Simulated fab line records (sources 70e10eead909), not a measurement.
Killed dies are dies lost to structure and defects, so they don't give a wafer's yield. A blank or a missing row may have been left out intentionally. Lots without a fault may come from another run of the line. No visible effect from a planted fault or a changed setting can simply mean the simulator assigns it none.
The tool behind it: which one? / flow nand harc / Sampling: 15 lots, 42 wafers, 4 of 1302 route steps

== WHAT THE GAUGES READ, wafer by wafer ==
NHARC_A_ONON_D2_THK_MEAS_14: measures by ellipsometry.
lot=L178; measured=day 12 00:21; on=film metro-02; thk nm (nm)=999 1000 1004
lot=L179; measured=day 12 19:41; on=film metro-01; thk nm (nm)=1013 1014 1013
lot=L181; measured=day 13 15:01; on=film metro-02; thk nm (nm)=997 998 1000
lot=L182; measured=day 14 05:10; on=film metro-01; thk nm (nm)=1013 1016 1015
lot=L184; measured=day 14 18:23; on=film metro-02; thk nm (nm)=997 996 996
lot=L185; measured=day 15 06:22; on=film metro-02; thk nm (nm)=996 995 995
lot=L186; measured=day 16 00:21; on=film metro-02; thk nm (nm)=1007 1006 1006
lot=L188; measured=day 17 06:58; on=film metro-01; thk nm (nm)=1008 1008 1007
lot=L193; measured=day 19 03:31; on=film metro-01; thk nm (nm)=1551 1551
lot=L194; measured=day 19 03:39; on=film metro-02; thk nm (nm)=989 988 989
lot=L195; measured=day 19 11:35; on=film metro-01; thk nm (nm)=1545 994
lot=L196; measured=day 19 18:06; on=film metro-01; thk nm (nm)=1539 988
lot=L198; measured=day 21 11:09; on=film metro-02; thk nm (nm)=998 1001 1000
lot=L201; measured=day 22 05:41; on=film metro-01; thk nm (nm)=1000 999 996
lot=L200; measured=day 22 05:47; on=film metro-02; thk nm (nm)=977 978 978

== TOOL THAT RAN EACH LOT (tool first, then ch and the chambers of the sampled wafers, then the start) ==
lot=L178; NHARC_A_CHANNEL_FILL_D1_ETCHBACK_19=rie si-03 ch 0,1,2, day 9 13:25; NHARC_A_DECK1_JOINT_CMP_13=cmp-04 ch 0,2, day 11 00:32; NHARC_A_ONON_D2_DEP_12=pecvd onon-03 ch 0, day 11 23:51
lot=L179; NHARC_A_CHANNEL_FILL_D1_ETCHBACK_19=rie si-02 ch 0,1,2, day 10 05:16; NHARC_A_DECK1_JOINT_CMP_13=cmp-03 ch 0,3, day 11 15:23; NHARC_A_ONON_D2_DEP_12=pecvd onon-04 ch 0, day 12 19:14
lot=L181; NHARC_A_CHANNEL_FILL_D1_ETCHBACK_19=rie si-02 ch 1,2, day 11 01:22; NHARC_A_DECK1_JOINT_CMP_13=cmp-02 ch 0,1,3, day 12 12:06; NHARC_A_ONON_D2_DEP_12=pecvd onon-04 ch 0, day 13 14:34
lot=L182; NHARC_A_CHANNEL_FILL_D1_ETCHBACK_19=rie si-02 ch 2,3, day 11 13:55; NHARC_A_DECK1_JOINT_CMP_13=cmp-04 ch 0,1,2, day 13 00:36; NHARC_A_ONON_D2_DEP_12=pecvd onon-03 ch 0, day 14 04:39
lot=L184; NHARC_A_CHANNEL_FILL_D1_ETCHBACK_19=rie si-03 ch 0,1, day 12 03:22; NHARC_A_DECK1_JOINT_CMP_13=cmp-02 ch 2,3, day 13 14:45; NHARC_A_ONON_D2_DEP_12=pecvd onon-01 ch 0, day 14 17:59
lot=L185; NHARC_A_CHANNEL_FILL_D1_ETCHBACK_19=rie si-03 ch 0,2,3, day 12 13:34; NHARC_A_DECK1_JOINT_CMP_13=cmp-02 ch 0,2, day 14 00:14; NHARC_A_ONON_D2_DEP_12=pecvd onon-01 ch 0, day 15 05:50
lot=L186; NHARC_A_CHANNEL_FILL_D1_ETCHBACK_19=rie si-01 ch 1,3, day 13 10:57; NHARC_A_DECK1_JOINT_CMP_13=cmp-04 ch 0,1,3, day 14 20:57; NHARC_A_ONON_D2_DEP_12=pecvd onon-01 ch 0, day 15 23:50
lot=L188; NHARC_A_CHANNEL_FILL_D1_ETCHBACK_19=rie si-02 ch 1,2,3, day 14 04:47; NHARC_A_DECK1_JOINT_CMP_13=cmp-02 ch 1,2,3, day 15 17:30; NHARC_A_ONON_D2_DEP_12=pecvd onon-04 ch 0, day 17 06:27
lot=L193; NHARC_A_CHANNEL_FILL_D1_ETCHBACK_19=rie si-01 ch 0,2, day 16 00:30; NHARC_A_DECK1_JOINT_CMP_13=cmp-03 ch 0,3, day 17 15:07; NHARC_A_ONON_D2_DEP_12=pecvd onon-04 ch 0, day 19 03:03
lot=L194; NHARC_A_CHANNEL_FILL_D1_ETCHBACK_19=rie si-02 ch 0,1,2, day 16 11:29; NHARC_A_DECK1_JOINT_CMP_13=cmp-04 ch 2,3, day 17 22:14; NHARC_A_ONON_D2_DEP_12=pecvd onon-01 ch 0, day 19 03:12
lot=L195; NHARC_A_CHANNEL_FILL_D1_ETCHBACK_19=rie si-01 ch 2, day 17 00:00; NHARC_A_DECK1_JOINT_CMP_13=cmp-02 ch 1,3, day 18 10:02; NHARC_A_ONON_D2_DEP_12=pecvd onon-04 ch 0, day 19 11:16
lot=L196; NHARC_A_CHANNEL_FILL_D1_ETCHBACK_19=rie si-03 ch 2,3, day 17 06:20; NHARC_A_DECK1_JOINT_CMP_13=cmp-04 ch 0,1, day 18 17:37; NHARC_A_ONON_D2_DEP_12=pecvd onon-04 ch 0, day 19 17:39
lot=L198; NHARC_A_CHANNEL_FILL_D1_ETCHBACK_19=rie si-01 ch 1,2, day 18 18:56; NHARC_A_DECK1_JOINT_CMP_13=cmp-02 ch 2,3, day 20 09:47; NHARC_A_ONON_D2_DEP_12=pecvd onon-01 ch 0, day 21 10:42
lot=L201; NHARC_A_CHANNEL_FILL_D1_ETCHBACK_19=rie si-03 ch 0,1,3, day 19 09:04; NHARC_A_DECK1_JOINT_CMP_13=cmp-03 ch 0,2,3, day 20 21:57; NHARC_A_ONON_D2_DEP_12=pecvd onon-01 ch 0, day 22 05:10
lot=L200; NHARC_A_CHANNEL_FILL_D1_ETCHBACK_19=rie si-01 ch 1,2, day 19 12:58; NHARC_A_DECK1_JOINT_CMP_13=cmp-03 ch 0,2,3, day 21 00:54; NHARC_A_ONON_D2_DEP_12=pecvd onon-04 ch 0, day 22 05:20
- NHARC_A_CHANNEL_FILL_D1_ETCHBACK_19: etches the open film in HBr/Cl2, target depth 5 nm, time 1.7 s.
- NHARC_A_DECK1_JOINT_CMP_13: polishes, target thk 51.023 nm.
- NHARC_A_ONON_D2_DEP_12: target thk 1000 nm.

== WHAT THE TOOLS THEMSELVES READ (means of the sampled wafers that have a number; where no wafer has one, the mark that the record gives instead) ==
NHARC_A_CHANNEL_FILL_D1_ETCHBACK_19.
lot=L178; tool=rie si-03; drypump motor current A (A)=5.7; he backside leak sccm (sccm)=2.78; oes product au (a.u.)=1.008; throttle valve pct (%)=26.391
lot=L179; tool=rie si-02; drypump motor current A (A)=6.3; he backside leak sccm (sccm)=2.82; oes product au (a.u.)=1.007; throttle valve pct (%)=26.405
lot=L181; tool=rie si-02; drypump motor current A (A)=6.3; he backside leak sccm (sccm)=2.90; oes product au (a.u.)=1.004; throttle valve pct (%)=26.415
lot=L182; tool=rie si-02; drypump motor current A (A)=5.7; he backside leak sccm (sccm)=2.99; oes product au (a.u.)=1.010; throttle valve pct (%)=26.407
lot=L184; tool=rie si-03; drypump motor current A (A)=5.5; he backside leak sccm (sccm)=3.11; oes product au (a.u.)=1.003; throttle valve pct (%)=26.401
lot=L185; tool=rie si-03; drypump motor current A (A)=5.9; he backside leak sccm (sccm)=2.74; oes product au (a.u.)=0.996; throttle valve pct (%)=26.410
lot=L186; tool=rie si-01; drypump motor current A (A)=6.0; he backside leak sccm (sccm)=2.74; oes product au (a.u.)=1.000; throttle valve pct (%)=26.407
lot=L188; tool=rie si-02; drypump motor current A (A)=6.0; he backside leak sccm (sccm)=3.02; oes product au (a.u.)=1.009; throttle valve pct (%)=26.399
lot=L193; tool=rie si-01; drypump motor current A (A)=5.3; he backside leak sccm (sccm)=2.58; oes product au (a.u.)=1.001; throttle valve pct (%)=26.411
lot=L194; tool=rie si-02; drypump motor current A (A)=6.3; he backside leak sccm (sccm)=2.85; oes product au (a.u.)=1.006; throttle valve pct (%)=26.405
lot=L195; tool=rie si-01; drypump motor current A (A)=5.5; he backside leak sccm (sccm)=2.71; oes product au (a.u.)=1.001; throttle valve pct (%)=26.399
lot=L196; tool=rie si-03; drypump motor current A (A)=5.9; he backside leak sccm (sccm)=2.71; oes product au (a.u.)=1.003; throttle valve pct (%)=26.405
lot=L198; tool=rie si-01; drypump motor current A (A)=5.9; he backside leak sccm (sccm)=2.73; oes product au (a.u.)=0.995; throttle valve pct (%)=26.403
lot=L201; tool=rie si-03; drypump motor current A (A)=5.8; he backside leak sccm (sccm)=2.91; oes product au (a.u.)=1.000; throttle valve pct (%)=26.403
lot=L200; tool=rie si-01; drypump motor current A (A)=6.0; he backside leak sccm (sccm)=2.64; oes product au (a.u.)=0.989; throttle valve pct (%)=26.401

NHARC_A_DECK1_JOINT_CMP_13.
lot=L178; tool=cmp-04; motor current A (A)=12.3; time to endpoint s (s)=6.6
lot=L179; tool=cmp-03; motor current A (A)=12.1; time to endpoint s (s)=9.2
lot=L181; tool=cmp-02; motor current A (A)=10.9; time to endpoint s (s)=8.1
lot=L182; tool=cmp-04; motor current A (A)=12.3; time to endpoint s (s)=11.1
lot=L184; tool=cmp-02; motor current A (A)=11.7; time to endpoint s (s)=8.2
lot=L185; tool=cmp-02; motor current A (A)=12.2; time to endpoint s (s)=9.6
lot=L186; tool=cmp-04; motor current A (A)=12.8; time to endpoint s (s)=8.3
lot=L188; tool=cmp-02; motor current A (A)=12.0; time to endpoint s (s)=7.9
lot=L193; tool=cmp-03; motor current A (A)=11.9; time to endpoint s (s)=6.2
lot=L194; tool=cmp-04; motor current A (A)=11.3; time to endpoint s (s)=4.6
lot=L195; tool=cmp-02; motor current A (A)=10.8; time to endpoint s (s)=6.8
lot=L196; tool=cmp-04; motor current A (A)=13.2; time to endpoint s (s)=9.2
lot=L198; tool=cmp-02; motor current A (A)=12.5; time to endpoint s (s)=9.7
lot=L201; tool=cmp-03; motor current A (A)=13.2; time to endpoint s (s)=7.6
lot=L200; tool=cmp-03; motor current A (A)=12.8; time to endpoint s (s)=10.0

NHARC_A_ONON_D2_DEP_12.
lot=L178; tool=pecvd onon-03; n2o flow sccm (sccm)=1995
lot=L179; tool=pecvd onon-04; n2o flow sccm (sccm)=2001
lot=L181; tool=pecvd onon-04; n2o flow sccm (sccm)=2000
lot=L182; tool=pecvd onon-03; n2o flow sccm (sccm)=2002
lot=L184; tool=pecvd onon-01; n2o flow sccm (sccm)=1998
lot=L185; tool=pecvd onon-01; n2o flow sccm (sccm)=2002
lot=L186; tool=pecvd onon-01; n2o flow sccm (sccm)=2005
lot=L188; tool=pecvd onon-04; n2o flow sccm (sccm)=2004
lot=L193; tool=pecvd onon-04; n2o flow sccm (sccm)=2001
lot=L194; tool=pecvd onon-01; n2o flow sccm (sccm)=2004
lot=L195; tool=pecvd onon-04; n2o flow sccm (sccm)=1995
lot=L196; tool=pecvd onon-04; n2o flow sccm (sccm)=2001
lot=L198; tool=pecvd onon-01; n2o flow sccm (sccm)=2009
lot=L201; tool=pecvd onon-01; n2o flow sccm (sccm)=2007
lot=L200; tool=pecvd onon-04; n2o flow sccm (sccm)=1995

== THE ANSWER, worked out from the rows above alone ==
Rule: what is usual is taken from the lots themselves. The widest of any qualifying gaps counts: lots, ordered by their means at a reading, are off when they make up no more than a third of the lots, leave a main group of 4 or more, and stand apart from it by 3 or more times the standard deviation of that group's means. The tables above print the reading to a certain number of digits; a main group whose means all agree to those digits is not used. Also off: a lot with no number at a reading for which 4 or more lots have one. All remaining lots with rows at the step are treated as sound. Order of review: gauges by route order, followed by the tools' own readings, for which a lot's mean as printed above is used. The first step at which some lot is off is used, and at that step the reading that is off furthest; a lot without a number counts as furthest.
Off at NHARC_A_ONON_D2_THK_MEAS_14 (thk nm): L193, L195, L196. Main group: mean 1000 nm, sd 9.8.
A tool fits if, at a process step before that reading, it ran every lot that is off, and no sound lot after the first of them. The gauges at NHARC_A_ONON_D2_THK_MEAS_14 are tried like those tools. No candidate that was tried fits.

== WHAT WAS PUT IN BY THE SIMULATOR ==
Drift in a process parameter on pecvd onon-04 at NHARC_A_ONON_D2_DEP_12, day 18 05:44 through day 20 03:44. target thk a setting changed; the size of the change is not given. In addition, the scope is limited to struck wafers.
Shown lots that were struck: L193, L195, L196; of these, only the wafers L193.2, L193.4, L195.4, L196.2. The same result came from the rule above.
